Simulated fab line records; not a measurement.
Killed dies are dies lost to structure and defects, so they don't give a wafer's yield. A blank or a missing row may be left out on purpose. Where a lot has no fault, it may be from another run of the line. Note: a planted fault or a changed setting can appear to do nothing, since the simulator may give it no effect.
Which tool was responsible?    flow nandHarc    24 lots with 72 wafers sampled at 5 steps, on a route of 1159 steps

== WHAT THE GAUGES SHOWED, per wafer ==
NHARC_A_SGD_CUT_CD_MEAS_09 targets a cd of 100 nm. Usual: 100.0 nm for cdNm, sd 0.8.
lot   measured      on        cdNm (nm)          flag
L074  day 13 07:49  cdSem-03  98.7 100.1 99.3    
L075  day 14 01:08  cdSem-01  99.5 99.7 99.2     
L077  day 14 00:58  cdSem-01  99.1 99.0 99.1     
L078  day 14 17:05  cdSem-02  100.6 101.4 101.8  
L076  day 14 17:26  cdSem-01  100.1 100.4 100.8  
L081  day 15 03:20  cdSem-01  101.0 100.2 100.5  
L079  day 15 03:39  cdSem-02  99.6 100.2 100.5   
L080  day 15 04:14  cdSem-03  100.4 100.1 99.6   
L082  day 15 22:11  cdSem-02  100.5 100.2 99.2   
L083  day 15 22:21  cdSem-02  99.2 100.5 99.4    
L084  day 16 02:51  cdSem-02  99.9 99.0 99.7     
L085  day 16 09:06  cdSem-01  100.1 101.1 100.0  
L086  day 16 18:47  cdSem-01  101.6 100.3 100.5  
L087  day 16 19:26  cdSem-03  100.5 100.0 100.9  
L088  day 17 16:14  cdSem-01  100.6 101.1 100.5  
L090  day 17 15:32  cdSem-01  100.4 99.7 101.2   
L089  day 17 21:28  cdSem-01  99.8 98.7 99.0     
L091  day 17 20:43  cdSem-02  99.7 98.7 99.9     
L093  day 17 21:46  cdSem-01  99.6 99.2 99.3     
L092  day 18 12:20  cdSem-02  99.1 99.3 99.5     
L094  day 19 04:09  cdSem-01  100.4 100.3 100.6  
L096  day 19 04:20  cdSem-03  100.2 98.9 99.9    
L097  day 19 04:00  cdSem-03  100.1 100.9 99.8   
L095  day 19 16:13  cdSem-03  99.4 98.9 99.1     

NHARC_A_SLIT_CD_MEAS_09 targets a cd of 300 nm. Usual: 300.1 nm for cdNm, sd 0.63.
lot   measured      on        cdNm (nm)          flag
L074  day 14 00:04  cdSem-01  300.2 300.0 299.6  
L075  day 14 13:28  cdSem-01  300.9 299.9 300.0  
L077  day 14 13:52  cdSem-03  300.8 299.7 300.4  
L078  day 15 04:31  cdSem-01  300.1 300.2 300.5  
L076  day 15 04:22  cdSem-01  299.6 299.2 299.6  
L081  day 15 13:18  cdSem-03  299.9 299.5 300.6  
L079  day 15 13:28  cdSem-02  300.4 301.1 301.0  
L080  day 15 13:07  cdSem-01  301.0 300.1 299.3  
L082  day 16 07:30  cdSem-02  300.1 299.7 299.2  
L083  day 16 08:02  cdSem-03  299.5 299.8 299.8  
L084  day 16 12:37  cdSem-03  299.5 300.8 300.9  
L085  day 16 19:02  cdSem-02  299.9 299.8 300.4  
L086  day 17 04:53  cdSem-03  300.0 299.2 300.3  
L087  day 17 04:36  cdSem-02  300.8 301.1 301.0  
L088  day 18 03:19  cdSem-01  299.9 299.3 299.7  
L090  day 18 02:39  cdSem-03  301.4 300.8 301.5  
L089  day 18 09:11  cdSem-03  300.3 300.6 299.1  
L091  day 18 08:01  cdSem-01  299.3 301.0 300.6  
L093  day 18 07:58  cdSem-02  299.5 299.8 298.9  
L092  day 18 22:37  cdSem-03  299.3 300.9 300.4  
L094  day 19 14:43  cdSem-03  300.4 300.3 300.6  
L096  day 19 13:48  cdSem-02  301.6 301.1 300.2  
L097  day 19 13:57  cdSem-02  300.5 300.6 300.1  
L095  day 20 04:27  cdSem-02  301.0 299.7 299.5  

NHARC_A_SLIT_INSPECT_11. Usual: 20 for rawDefectCount, sd 11.
lot   measured      on                rawDefectCount  flag
L074  day 14 00:11  defectInspect-01  11 8 16         
L075  day 14 13:35  defectInspect-01  17 19 23        
L077  day 14 14:00  defectInspect-01  9 8 4           
L078  day 15 04:38  defectInspect-01  28 10 20        
L076  day 15 04:29  defectInspect-01  12 10 7         
L081  day 15 13:25  defectInspect-01  12 14 4         
L079  day 15 13:35  defectInspect-02  12 16 8         
L080  day 15 13:14  defectInspect-01  18 16 21        
L082  day 16 07:37  defectInspect-02  9 11 11         
L083  day 16 08:09  defectInspect-02  48 25 32        
L084  day 16 12:44  defectInspect-01  11 11 9         
L085  day 16 19:10  defectInspect-01  12 17 14        
L086  day 17 05:01  defectInspect-02  19 15 15        
L087  day 17 04:43  defectInspect-01  31 23 30        
L088  day 18 03:26  defectInspect-01  42 33 32        
L090  day 18 02:47  defectInspect-02  11 12 13        
L089  day 18 09:19  defectInspect-01  34 32 35        
L091  day 18 08:08  defectInspect-01  15 16 17        
L093  day 18 08:05  defectInspect-01  9 17 22         
L092  day 18 22:44  defectInspect-01  49 40 21        
L094  day 19 14:50  defectInspect-02  20 23 17        
L096  day 19 13:55  defectInspect-01  32 43 31        
L097  day 19 14:04  defectInspect-02  20 15 12        
L095  day 20 04:35  defectInspect-02  20 13 13        

== WHAT TOOL EACH LOT RAN ON (gives the tool, then ch and the chambers of the sampled wafers, and finally the start) ==
lot   NHARC_A_STAIRCASE_ETCH_444         NHARC_A_SGD_CUT_ETCH_59
L074  rieDiel-11 ch 1,2, day 13 01:53    rieDiel-06 ch 1,2,3, day 14 00:04 or earlier
L075  rieDiel-11 ch 2,3, day 13 19:28    rieDiel-08 ch 0,3, day 14 13:28 or earlier
L077  rieDiel-05 ch 0,1,2, day 13 19:34  rieDiel-02 ch 0,1, day 14 13:52 or earlier
L078  rieDiel-05 ch 0,2,3, day 14 11:22  rieDiel-06 ch 2,3, day 15 04:31 or earlier
L076  rieDiel-11 ch 0,1, day 14 11:24    rieDiel-06 ch 1,2, day 15 04:22 or earlier
L081  rieDiel-05 ch 0,2,3, day 14 21:28  rieDiel-02 ch 1,2,3, day 15 13:18 or earlier
L079  rieDiel-11 ch 0,1,2, day 14 21:36  rieDiel-06 ch 0,2, day 15 13:28 or earlier
L080  rieDiel-12 ch 0,1,3, day 14 22:29  rieDiel-08 ch 1,2, day 15 13:07 or earlier
L082  rieDiel-12 ch 0,3, day 15 16:35    rieDiel-08 ch 0,3, day 16 07:30 or earlier
L083  rieDiel-11 ch 0,1,2, day 15 17:08  rieDiel-02 ch 1,2, day 16 08:02 or earlier
L084  rieDiel-12 ch 1,2, day 15 21:20    rieDiel-06 ch 0,3, day 16 12:37 or earlier
L085  rieDiel-11 ch 0,1,3, day 16 03:31  rieDiel-02 ch 0,2,3, day 16 19:02 or earlier
L086  rieDiel-12 ch 0,3, day 16 13:04    rieDiel-08 ch 0,1,2, day 17 04:53 or earlier
L087  rieDiel-05 ch 1,3, day 16 13:12    rieDiel-06 ch 1,2,3, day 17 04:36 or earlier
L088  rieDiel-05 ch 0,3, day 17 10:01    rieDiel-06 ch 0,1,3, day 18 03:19 or earlier
L090  rieDiel-12 ch 1,2,3, day 17 10:16  rieDiel-02 ch 0,3, day 18 02:39 or earlier
L089  rieDiel-05 ch 1,2,3, day 17 15:17  rieDiel-06 ch 1,2, day 18 09:11 or earlier
L091  rieDiel-11 ch 0,1,3, day 17 15:17  rieDiel-06 ch 1,2,3, day 18 08:01 or earlier
L093  rieDiel-12 ch 0,3, day 17 15:19    rieDiel-08 ch 1,2,3, day 18 07:58 or earlier
L092  rieDiel-05 ch 0,1,3, day 18 06:30  rieDiel-08 ch 2,3, day 18 22:37 or earlier
L094  rieDiel-11 ch 2,3, day 18 22:23    rieDiel-06 ch 1,2,3, day 19 14:43 or earlier
L096  rieDiel-12 ch 0,1, day 18 22:41    rieDiel-08 ch 0,2,3, day 19 13:48 or earlier
L097  rieDiel-05 ch 0,1,3, day 18 22:47  rieDiel-02 ch 0,1,2, day 19 13:57 or earlier
L095  rieDiel-11 ch 0,2, day 19 10:44    rieDiel-02 ch 0,1, day 20 04:27 or earlier
- NHARC_A_STAIRCASE_ETCH_444: etches the open film in C4F8/O2, target depth 10200 nm, time 3400 s.
- NHARC_A_SGD_CUT_ETCH_59: etches the open film in N2/H2, target depth 260 nm, time 406.25 s.

== WHAT THE TOOLS THEMSELVES READ (means of the sampled wafers that have a number; where no wafer has one, the mark that the record gives instead) ==
NHARC_A_STAIRCASE_ETCH_444. Usual: oesProductAu 0.929 a.u., standard deviation 0.018; rfVppV 807 V, standard deviation 6.2.
lot   tool        oesProductAu (a.u.)  rfVppV (V)  flag
L074  rieDiel-11  0.911                816         
L075  rieDiel-11  0.918                805         
L077  rieDiel-05  0.924                805         
L078  rieDiel-05  0.923                802         
L076  rieDiel-11  0.952                810         
L081  rieDiel-05  0.930                802         
L079  rieDiel-11  0.931                810         
L080  rieDiel-12  0.918                812         
L082  rieDiel-12  0.918                810         
L083  rieDiel-11  0.964                809         
L084  rieDiel-12  0.921                806         
L085  rieDiel-11  0.931                805         
L086  rieDiel-12  0.910                811         
L087  rieDiel-05  0.947                812         
L088  rieDiel-05  0.935                811         
L090  rieDiel-12  0.968                808         
L089  rieDiel-05  0.924                807         
L091  rieDiel-11  0.929                805         
L093  rieDiel-12  0.928                811         
L092  rieDiel-05  0.938                809         
L094  rieDiel-11  0.931                804         
L096  rieDiel-12  0.938                812         
L097  rieDiel-05  0.933                808         
L095  rieDiel-11  0.926                809         

NHARC_A_SGD_CUT_ETCH_59. Usual: drypumpMotorCurrentA 5.7 A, standard deviation 0.49; oesProductAu 1.006 a.u., standard deviation 0.013; rfVppV 431.0 V, standard deviation 2.3; showerheadPlenumPTorr 2.06 Torr, standard deviation 0.076; throttleValvePct 14.171 %, standard deviation 0.0094.
lot   tool        drypumpMotorCurrentA (A)  oesProductAu (a.u.)  rfVppV (V)  showerheadPlenumPTorr (Torr)  throttleValvePct (%)  flag
L074  rieDiel-06  5.5                       1.008                432.2       2.08                          14.171                
L075  rieDiel-08  6.2                       1.020                433.1       2.13                          14.170                
L077  rieDiel-02  5.1                       0.999                430.1       2.05                          14.172                
L078  rieDiel-06  5.6                       1.018                432.0       2.08                          14.167                
L076  rieDiel-06  5.3                       1.021                431.7       2.09                          14.168                
L081  rieDiel-02  6.0                       0.991                433.5       2.12                          14.177                
L079  rieDiel-06  5.5                       1.031                429.9       2.04                          14.172                
L080  rieDiel-08  5.9                       1.011                429.2       1.98                          14.168                
L082  rieDiel-08  6.2                       1.001                432.7       2.13                          14.170                
L083  rieDiel-02  5.5                       1.005                432.9       2.13                          14.165                
L084  rieDiel-06  5.8                       0.999                430.4       2.02                          14.165                
L085  rieDiel-02  5.9                       1.004                430.8       2.06                          14.173                
L086  rieDiel-08  5.8                       0.995                430.8       2.03                          14.174                
L087  rieDiel-06  5.5                       1.013                431.0       2.08                          14.172                
L088  rieDiel-06  5.6                       1.004                430.8       2.03                          14.179                
L090  rieDiel-02  5.5                       1.000                428.4       1.98                          14.171                
L089  rieDiel-06  5.3                       1.025                432.6       2.09                          14.166                
L091  rieDiel-06  5.4                       1.016                431.2       2.08                          14.163                
L093  rieDiel-08  5.9                       1.000                431.2       2.04                          14.176                
L092  rieDiel-08  6.3                       1.003                430.5       2.02                          14.167                
L094  rieDiel-06  5.5                       0.993                431.3       2.08                          14.179                
L096  rieDiel-08  6.2                       0.997                431.1       2.07                          14.173                
L097  rieDiel-02  5.5                       1.005                431.7       2.07                          14.174                
L095  rieDiel-02  5.1                       1.013                429.2       1.99                          14.171                

== THE ANSWER, worked out from the rows above alone ==
Rule: lot off if the mean of its wafers having a number is beyond 3 standard deviations from the usual mean. Also off: a lot with no number at a reading for which 4 or more lots have one. All remaining lots with rows at the step are treated as sound. Order of review: gauges by route order, followed by the tools' own readings, for which a lot's mean as printed above is used. The first step at which some lot is off is used, and at that step the reading that is off furthest; a lot without a number counts as furthest.
No lot is off at any reading shown: from this, nothing can be told.

== WHAT THE SIMULATOR PUT IN ==
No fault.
